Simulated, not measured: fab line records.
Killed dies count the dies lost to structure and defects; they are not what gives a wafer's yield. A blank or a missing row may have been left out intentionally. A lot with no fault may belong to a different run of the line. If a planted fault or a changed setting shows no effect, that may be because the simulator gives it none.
Struck lot and sound lot, side by side | flow nandHarc | 14 out of 1302 route steps
Sound: these wafers, L249.1, L249.4, L249.6. The struck wafers were L245.1, L245.3, L245.5. Last of all comes the cause.
For every step that has rows: the tool of each side, followed by ch and its chambers, followed by its first start. Under that, the readings that differ: sound wafers | struck wafers | difference of the means | sigmas: that difference in standard deviations of wafers without a fault.
alike: readings with means less than 2 such deviations apart, plus words and numbers identical on both sides. not compared: withheld readings, readings lacking a value on some wafer, bounds such as >300 that could conceal the same value, and numbers that have no deviation in the record and whose values overlap.
Wherever a step has rows on one side only, a row that says differs or no value, or a row with sigmas, the two part there. Numbers that have no deviation but don't overlap get no sigmas and don't part them. Lack of a reading on every wafer of one side parts them only where that side has two or more wafers.

NHARC_A_CONTACT_ETCH_122: etches the open film in C4F8/O2/Ar, time 190 s, target depth 1850 nm.
  sound on harCapEtch-01 ch 0,1, day 28 10:50; struck on harCapEtch-01 ch 0,1, day 27 03:35
  alike: chamberPressureMTorr
  not compared: rfHoursCounterH
NHARC_A_CONTACT_ETCH_123: etches the open film in C4F8/O2/Ar, time 490 s, target depth 2110 nm.
  sound on harCapEtch-01 ch 0,1, day 28 11:04; struck on harCapEtch-01 ch 0,1, day 27 03:46
  alike: chamberPressureMTorr
  not compared: rfHoursCounterH
then, 1 step without rows for these wafers: NHARC_A_CONTACT_ETCH_90 (etches the open film in CH3F/O2, target depth 40 nm, time 85.7 s).
NHARC_A_CONTACT_ETCH_96: etches the open film in C4F6/O2, target depth 20 nm, time 10 s.
  sound: rieDiel-04 ch 0,3; struck: rieDiel-01 ch 0,1,3
  alike: c4f6FlowSccm, chamberPressureMTorr, drypumpMotorCurrentA, oesProductAu, rfVppV, showerheadPlenumPTorr, throttleValvePct
  not compared: rfHoursCounterH
NHARC_A_CONTACT_CD_MEAS_53:
  sound on cdSem-01 at day 28 12:11; struck on cdSem-01 at day 27 04:58
  alike: cdNm
then, 4 steps without rows for these wafers: NHARC_A_CONTACT_STRIP_99 (strips in N2/H2); NHARC_A_CONTACT_STRIP_100 (strips in CF4/CHF3); NHARC_A_CONTACT_STRIP_101 (strips in O2/COS); NHARC_A_CONTACT_ETCH_102 (etches the open film in CF4/O2, target depth 100 nm, overetch 10 nm, time 55 s).
NHARC_A_CONTACT_STRIP_55: strips in O2.
  sound: rieDiel-08 ch 1,2,3; struck: rieDiel-08 ch 0,1,2
  alike: chamberPressureMTorr, drypumpMotorCurrentA, oesProductAu, rfVppV, showerheadPlenumPTorr, throttleValvePct
  not compared: rfHoursCounterH
then, 1 step without rows for these wafers: NHARC_A_CONTACT_STRIP_56 (strips in post etch residue remover, time 600 s).
NHARC_A_CONTACT_DEP_57: deposits aC, target thk 5300 nm.
  sound on aclDep-01 ch 0, day 28 19:28; struck on aclDep-03 ch 0, day 27 08:59
reading            | sound                | struck | difference                    | sigmas
susceptorTempC (C) | 399.66 400.03 399.86 | - - -  | no value on the struck wafers | 
  alike: throttleValvePct
NHARC_A_CONTACT_DEP_58: deposits SiON, target thk 90 nm.
  sound on pecvd-03 ch 0,1, day 28 22:43; struck on pecvd-01 ch 0,2, day 27 12:15
  no value came back on the struck wafers for any of 5 readings (chamberPressureTorr (Torr), heaterPowerOuterW (W) and others); on the sound wafers chamberPressureTorr (Torr) reads 3.495 3.509 3.504
  not compared: sinceWetCleanH
then, 1 step without rows for these wafers: NHARC_A_CONTACT_DEHYDRATE_59 (time 120 s).

== WHERE THEY PART ==
Last at NHARC_A_CONTACT_DEP_58 as far as this record goes, first at NHARC_A_CONTACT_DEP_57.

WHY: what had been put in by the simulator
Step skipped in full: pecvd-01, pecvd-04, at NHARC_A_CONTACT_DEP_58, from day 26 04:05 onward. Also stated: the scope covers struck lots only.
